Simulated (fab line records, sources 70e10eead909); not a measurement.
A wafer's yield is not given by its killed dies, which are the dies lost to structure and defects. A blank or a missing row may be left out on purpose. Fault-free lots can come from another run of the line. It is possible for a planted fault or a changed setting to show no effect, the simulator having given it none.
fab line records    flow nandHarc
record lots=6  wafers=18  lastDay=33
route steps=1302 shown A_ONON_D1@434
lots that met no fault: taken from a fault-free run of the same line
startH: hours from the record's opening day to when the first of the lot's shown wafers began    waitH: hours elapsed since this lot's preceding step    " same as the row above    L1.1+2: several wafers, shown together as one row    - either no value or no given start    * or withheld: withheld    < > ~ a bound
route shown NAME@n: a module of which the file shows steps, and the number in the route of the first    usual: the fault-free wafers' mean and standard deviation    same: alike in all rows    chamber/n: place in a boat    sites: readings site by site    _std_site: the standard deviation of these    _edge_site: outer sites' mean less inner sites'    radiusMm: for every site, how far away it sits from the centre of the wafer    mask NAME#n: copy n    behind: the tool/chamber that last shaped the wafer    hold: cause of the lot's hold/its duration in hours/its outcome    device: transistor that didn't switch, given as n, p or np    end of line: the tests these same wafers got at the end of their route    for a step that has no rows: nothing shown but its recipe    killed: the dies lost at the first sort to structure and to defects; this is not the yield of the wafer    map: a wafer's dies, marking killed ones x, the rest . and places with no die _
set.NAME: the setting that was run; set.NAME@STEP: the one run at that earlier step    model.NAME: the simulator's own value behind a step, which no gauge read
lots at selected steps of the route; one table per step, one row per wafer
services: the hour from which a tool's chamber was out of use, counted from the record's first day as startH (under 0 if before that day), plus the number of hours and why
## steps
# step NHARC_A_ONON_D1_ANNEAL_15
# recipe tempC=750  timeS=3600
# step NHARC_A_ONON_D1_DEP_16
# recipe targetThkA=10000  n2FlowSccm=2750  n2oFlowSccm=2000  nh3FlowSccm=500  sih4FlowSccm=210  tempC=400
# step NHARC_A_ONON_D1_THK_MEAS_18
# recipe thkMeasGauge=ellipsometry
# usual thkNm=998/11
lot.wafer  tool          chamber  startH  waitH  thkNm
L712.1     filmMetro-01  -        250.04  -      1014
L712.4     "             -        "       "      1014
L712.6     "             -        "       "      1016
L714.1     filmMetro-02  -        279.70  -      1010
L714.2     "             -        "       "      1011
L714.6     "             -        "       "      1012
L716.1     filmMetro-01  -        287.96  -      1019
L716.4     "             -        "       "      1019
L716.6     "             -        "       "      1018
L724.1     filmMetro-02  -        373.21  -      1013
L724.3     "             -        "       "      1011
L724.6     "             -        "       "      1012
L725.1     filmMetro-01  -        385.81  -      989
L725.4     "             -        "       "      990
L725.5     "             -        "       "      989
L726.1     filmMetro-02  -        393.15  -      997
L726.4     "             -        "       "      997
L726.6     "             -        "       "      997
# step NHARC_A_ONON_D1_DEP_19
# recipe targetThkA=10000  n2FlowSccm=2750  n2oFlowSccm=2000  nh3FlowSccm=500  sih4FlowSccm=210  tempC=400
# step NHARC_A_ONON_D1_THK_MEAS_21
# recipe thkMeasGauge=ellipsometry
# usual thkNm=1003/9.3
lot.wafer  tool          chamber  startH  waitH  thkNm
L712.1     filmMetro-02  -        250.60  -      992
L712.4     "             -        "       "      993
L712.6     "             -        "       "      993
L714.1     filmMetro-02  -        280.29  -      1018
L714.2     "             -        "       "      1018
L714.6     "             -        "       "      1016
L716.1     filmMetro-02  -        288.52  -      1013
L716.4     "             -        "       "      1010
L716.6     "             -        "       "      1013
L724.1     filmMetro-01  -        373.76  -      996
L724.3     "             -        "       "      995
L724.6     "             -        "       "      996
L725.1     filmMetro-01  -        386.38  -      998
L725.4     "             -        "       "      1002
L725.5     "             -        "       "      998
L726.1     filmMetro-01  -        393.71  -      1004
L726.4     "             -        "       "      1003
L726.6     "             -        "       "      1003
# step NHARC_A_ONON_D1_DEP_22
# recipe targetThkA=10000  n2FlowSccm=2750  n2oFlowSccm=2000  nh3FlowSccm=500  sih4FlowSccm=210  tempC=400
# step NHARC_A_ONON_D1_THK_MEAS_24
# recipe thkMeasGauge=ellipsometry
# usual thkNm=1000/9.8
lot.wafer  tool          chamber  startH  waitH  thkNm
L712.1     filmMetro-01  -        251.17  -      996
L712.4     "             -        "       "      995
L712.6     "             -        "       "      997
L714.1     filmMetro-02  -        280.86  -      1014
L714.2     "             -        "       "      1013
L714.6     "             -        "       "      1013
L716.1     filmMetro-01  -        289.09  -      994
L716.4     "             -        "       "      996
L716.6     "             -        "       "      994
L724.1     filmMetro-01  -        374.33  -      1015
L724.3     "             -        "       "      1015
L724.6     "             -        "       "      1015
L725.1     filmMetro-01  -        386.94  -      989
L725.4     "             -        "       "      990
L725.5     "             -        "       "      990
L726.1     filmMetro-02  -        394.28  -      977
L726.4     "             -        "       "      979
L726.6     "             -        "       "      978
# step NHARC_A_ONON_D1_DEP_25
# recipe targetThkA=10000  n2FlowSccm=2750  n2oFlowSccm=2000  nh3FlowSccm=500  sih4FlowSccm=210  tempC=400
# step NHARC_A_ONON_D1_THK_MEAS_27
# recipe thkMeasGauge=ellipsometry
# usual thkNm=1002/11
lot.wafer  tool          chamber  startH  waitH  thkNm
L712.1     filmMetro-02  -        251.73  -      1009
L712.4     "             -        "       "      1008
L712.6     "             -        "       "      1011
L714.1     filmMetro-02  -        281.42  -      1020
L714.2     "             -        "       "      1019
L714.6     "             -        "       "      1020
L716.1     filmMetro-01  -        289.66  -      1009
L716.4     "             -        "       "      1008
L716.6     "             -        "       "      1008
L724.1     filmMetro-01  -        374.90  -      1009
L724.3     "             -        "       "      1006
L724.6     "             -        "       "      1006
L725.1     filmMetro-01  -        387.51  -      1012
L725.4     "             -        "       "      1011
L725.5     "             -        "       "      1010
L726.1     filmMetro-01  -        394.84  -      1015
L726.4     "             -        "       "      1014
L726.6     "             -        "       "      1014
# step NHARC_A_ONON_D1_DEP_28
# recipe targetThkA=10000  n2FlowSccm=2750  n2oFlowSccm=2000  nh3FlowSccm=500  sih4FlowSccm=210  tempC=400
# step NHARC_A_ONON_D1_THK_MEAS_30
# recipe thkMeasGauge=ellipsometry
# usual thkNm=1001/9.6
lot.wafer  tool          chamber  startH  waitH  thkNm
L712.1     filmMetro-01  -        252.30  -      1002
L712.4     "             -        "       "      1004
L712.6     "             -        "       "      1001
L714.1     filmMetro-01  -        281.98  -      995
L714.2     "             -        "       "      996
L714.6     "             -        "       "      995
L716.1     filmMetro-01  -        290.25  -      991
L716.4     "             -        "       "      993
L716.6     "             -        "       "      991
L724.1     filmMetro-01  -        375.47  -      1003
L724.3     "             -        "       "      1004
L724.6     "             -        "       "      1001
L725.1     filmMetro-01  -        388.08  -      996
L725.4     "             -        "       "      999
L725.5     "             -        "       "      998
L726.1     filmMetro-01  -        395.42  -      1014
L726.4     "             -        "       "      1015
L726.6     "             -        "       "      1013
# step NHARC_A_ONON_D1_DEP_33
# recipe targetThkA=2000  tempC=400  pressureTorr=6.5  rfW=900  teosFlowSccm=161.4  flowSccm=2650  targetThkNm=200  gas=O2  material=SiO2
# usual chamberPressureTorr=6.501/0.014  heaterPowerW=557/93  mfcPrecursorSccm=161.4/0.54  throttleValvePct=15.8/0.55
lot.wafer  tool      chamber  startH  waitH  chamberPressureTorr  heaterPowerW  mfcPrecursorSccm  throttleValvePct
L712.1     pecvd-02  1        252.50  0.2    6.512                716           162.5             15.5
L712.4     "         0        "       "      6.496                436           161.4             15.5
L712.6     "         2        "       "      6.507                462           162.0             16.1
L714.2     pecvd-02  1        282.04  0.1    6.488                703           143.6             15.4
L714.1     "         0        "       "      6.509                520           142.9             15.9
L714.6     "         1        "       "      6.500                699           143.4             15.3
L716.1     pecvd-02  1        290.31  0.1    6.515                629           144.5             15.1
L716.6     "         1        "       "      6.489                624           143.7             15.3
L716.4     "         0        "       "      6.494                466           144.8             15.6
L724.1     pecvd-02  0        375.53  0.1    6.481                503           162.9             16.3
L724.3     "         2        "       "      6.495                510           162.1             16.2
L724.6     "         0        "       "      6.480                509           161.6             16.3
L725.1     pecvd-01  2        388.18  0.1    6.511                566           161.4             16.1
L725.4     "         1        "       "      6.486                502           161.9             14.9
L725.5     "         0        "       "      6.468                434           160.7             15.9
L726.1     pecvd-03  2        395.52  0.1    6.518                541           161.8             14.5
L726.4     "         2        "       "      6.514                542           162.1             14.2
L726.6     "         0        "       "      6.507                421           161.9             15.7
# step NHARC_A_ONON_D1_THK_MEAS_34
# recipe thkMeasGauge=ellipsometry
# usual thkNm=199.8/2.8
lot.wafer  tool          chamber  startH  waitH  thkNm
L712.1     filmMetro-02  -        252.87  -      198.6
L712.4     "             -        "       "      200.1
L712.6     "             -        "       "      200.4
L714.1     filmMetro-01  -        282.45  -      179.5
L714.2     "             -        "       "      174.8
L714.6     "             -        "       "      180.0
L716.1     filmMetro-01  -        290.72  -      181.2
L716.4     "             -        "       "      185.3
L716.6     "             -        "       "      181.6
L724.1     filmMetro-01  -        375.94  -      200.4
L724.3     "             -        "       "      202.3
L724.6     "             -        "       "      205.8
L725.1     filmMetro-01  -        388.55  -      197.3
L725.4     "             -        "       "      199.4
L725.5     "             -        "       "      202.2
L726.1     filmMetro-02  -        395.88  -      196.1
L726.4     "             -        "       "      197.7
L726.6     "             -        "       "      196.7
## services
tool      chamber  startH  hours  kind
pecvd-02  0        240.33  -      clean
pecvd-02  1        240.33  -      clean
pecvd-02  2        240.33  -      clean
pecvd-03  0        256.18  10.2   repair
pecvd-01  -        311.16  13.0   pm
pecvd-01  0        311.16  13.0   ventCycle
pecvd-01  1        311.16  13.0   ventCycle
pecvd-01  2        311.16  13.0   ventCycle
pecvd-01  0        324.16  -      clean
pecvd-01  1        324.16  -      clean
pecvd-01  2        324.16  -      clean
pecvd-03  -        366.30  13.0   pm
pecvd-03  0        366.30  13.0   ventCycle
pecvd-03  1        366.30  13.0   ventCycle
pecvd-03  2        366.30  13.0   ventCycle
pecvd-03  0        379.30  -      clean
pecvd-03  1        379.30  -      clean
pecvd-03  2        379.30  -      clean
## key
firstSign step=NHARC_A_ONON_D1_DEP_33  reading=mfcPrecursorSccm  direction=down  sigmas=33  usual=161.4  struck=143.8
effect step=NHARC_A_ONON_D1_THK_MEAS_34  reading=thkNm  direction=down  sigmas=7  usual=199.8  struck=180.4
metAt NHARC_A_ONON_D1_DEP_33
struckWafers L714.1,L714.2,L714.6,L716.1,L716.4,L716.6
testerLeftOut L714,L716
onsetBetween 252.50 282.04
fault kind=processParameterDrift  tool=pecvd-02  chamber=-  onsetH=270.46  steps=NHARC_A_ONON_D1_DEP_33  channel=teosFlowSccm  offset=*  shape=step  endH=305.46  actsIn=*  stated=*
# testerLeftOut: of these lots the tester's yield and bins aren't shown, on N5 and GAA mostly nor the transistor test; their killed dies are dies lost to structure and defects alone, not to doping, threshold or leakage, so they don't give the yield
